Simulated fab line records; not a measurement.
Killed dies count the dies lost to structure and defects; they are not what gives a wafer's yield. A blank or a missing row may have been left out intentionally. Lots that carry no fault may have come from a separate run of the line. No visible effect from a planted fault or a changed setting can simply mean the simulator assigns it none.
Split-lot trial | flow n5_finfet | on a route of 1938 steps: 7 lots, 39 wafers read

## THE SPLIT
At N5_MOL_CONTACT_COAG_ALD_27 (deposits SiOC, target thk 17 nm, pulse time 1.5 s, time 2720 s), the setting ald_cycles was moved away from the recipe's 340 on 18 of the 39 wafers read, by -37.4% to +50.3%. The other wafers ran this setting at the recipe's value.

The reading comes from the split's own step.

## THE READING
SiOC_of_MOL_CONTACT_COAG_ALD_27.thk_nm (the simulator's own value, which no gauge read), in nm, at N5_MOL_CONTACT_COAG_ALD_27 (deposits SiOC, target thk 17 nm, pulse time 1.5 s, time 2720 s). The file does not state a usual value for it. Here, 21 wafers ran the recipe; their average is 17.0 nm with a standard deviation of 0.11 nm.

wafer  | tool, chamber at the split | ald_cycles as run | against the recipe | SiOC_of_MOL_CONTACT_COAG_ALD_27.thk_nm, nm | against lot-mates on the recipe
L077.1 | ald_sin-01, 2,3,0          | 454               | +33.5%             | 22.6                                       | +5.7
L077.2 | ald_sin-01, 2,3,0          | 454               | +33.5%             | 22.6                                       | +5.7
L077.3 | ald_sin-01, 2,3,0          | 454               | +33.5%             | 22.6                                       | +5.7
L077.4 | ald_sin-01, 1,3            | 340               | recipe             | 16.8                                       | -
L077.5 | ald_sin-01, 1,3            | 340               | recipe             | 16.8                                       | -
L077.6 | ald_sin-01, 2              | 340               | recipe             | 17                                         | -
L080.3 | ald_sin-01, 0,1,0          | 340               | recipe             | 17                                         | -
L080.4 | ald_sin-01, 0,1,0          | 340               | recipe             | 17                                         | -
L080.6 | ald_sin-01, 0,1,0          | 340               | recipe             | 17                                         | -
L081.1 | ald_sin-04, 0              | 213               | -37.4%             | 10.6                                       | -6.5
L081.2 | ald_sin-04, 1              | 340               | recipe             | 17                                         | -
L081.3 | ald_sin-04, 2,3            | 213               | -37.4%             | 10.8                                       | -6.3
L081.5 | ald_sin-04, 2,3            | 213               | -37.4%             | 10.8                                       | -6.3
L081.4 | ald_sin-04, 3,2            | 340               | recipe             | 17.2                                       | -
L081.6 | ald_sin-04, 3,2            | 340               | recipe             | 17.2                                       | -
L088.1 | ald_sin-03, 3,1            | 340               | recipe             | 17.2                                       | -
L088.5 | ald_sin-03, 3,1            | 340               | recipe             | 17.2                                       | -
L088.2 | ald_sin-03, 1              | 340               | recipe             | 17                                         | -
L088.3 | ald_sin-03, 0,2,2          | 511               | +50.3%             | 25.6                                       | +8.5
L088.4 | ald_sin-03, 0,2,2          | 511               | +50.3%             | 25.6                                       | +8.5
L088.6 | ald_sin-03, 0,2,2          | 511               | +50.3%             | 25.6                                       | +8.5
L090.1 | ald_sin-01, 0,3,2          | 233               | -31.5%             | 11.6                                       | -5.4
L090.2 | ald_sin-01, 0,3,2          | 233               | -31.5%             | 11.6                                       | -5.4
L090.5 | ald_sin-01, 0,3,2          | 233               | -31.5%             | 11.6                                       | -5.4
L090.3 | ald_sin-01, 1,2,1          | 340               | recipe             | 17                                         | -
L090.4 | ald_sin-01, 1,2,1          | 340               | recipe             | 17                                         | -
L090.6 | ald_sin-01, 1,2,1          | 340               | recipe             | 17                                         | -
L096.1 | ald_sin-04, 3              | 258               | -24.1%             | 13                                         | -4.0
L096.2 | ald_sin-04, 2,1,1          | 340               | recipe             | 17                                         | -
L096.3 | ald_sin-04, 2,1,1          | 340               | recipe             | 17                                         | -
L096.5 | ald_sin-04, 2,1,1          | 340               | recipe             | 17                                         | -
L096.4 | ald_sin-04, 0              | 258               | -24.1%             | 12.8                                       | -4.2
L096.6 | ald_sin-04, 0              | 258               | -24.1%             | 12.8                                       | -4.2
L097.1 | ald_sin-03, 2              | 340               | recipe             | 17.2                                       | -
L097.2 | ald_sin-03, 1,2            | 440               | +29.4%             | 22.2                                       | +5.1
L097.5 | ald_sin-03, 1,2            | 440               | +29.4%             | 22.2                                       | +5.1
L097.3 | ald_sin-03, 0,3            | 340               | recipe             | 17                                         | -
L097.6 | ald_sin-03, 0,3            | 340               | recipe             | 17                                         | -
L097.4 | ald_sin-03, 3              | 440               | +29.4%             | 22                                         | +4.9
Where a row lists several chambers, the file gives one row for several wafers and doesn't say which wafer went through which chamber.

THE FIT
A straight line over all 39 wafers: SiOC_of_MOL_CONTACT_COAG_ALD_27.thk_nm changes by +0.17 nm for each +1% of ald_cycles; r = +1.00; the points scatter about the line by 0.11 nm.
The same after taking each lot's own level away (the mean of its wafers on the recipe; 39 wafers): +0.17 nm for each +1%; r = +1.00; scatter 0.08 nm.
The reading moves by 8.6 nm for the largest change in ald_cycles, on that fit.
Measured against the standard deviation above, the lots' own levels, which go from 16.87 to 17.13 nm, span 2.4 times it.
Hence the lot-to-lot level has little effect on the slope; both slopes agree.
Check: +8.58 nm against its lot-mates is what the line predicts for one of the wafers moved furthest among these (+50.3%) when that wafer is left out of the fit. Against them it came out at +8.47 nm.

## THESE WAFERS: OTHER SPLITS
Other splits were also applied to these wafers ahead of the reading. Each is held against what the fit with the lots' levels taken away leaves over:
other split on the same wafers        | wafers away from the commonest value | r with SiOC_of_MOL_CONTACT_COAG_ALD_27.thk_nm (lot level and that fit taken away)
N5_ZERO_LAYER_PECVD_02 time_s         | 15                                   | +0.15
N5_FIN_SAQP_PECVD_06 time_s           | 18                                   | -0.11
N5_HKMG_FIN_DEVELOP_11 develop_time_s | 18                                   | -0.09

## THE FILE'S OWN FIT
SiOC_of_MOL_CONTACT_COAG_ALD_27.thk_nm changes by +0.17 nm for each +1% of ald_cycles, r = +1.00.
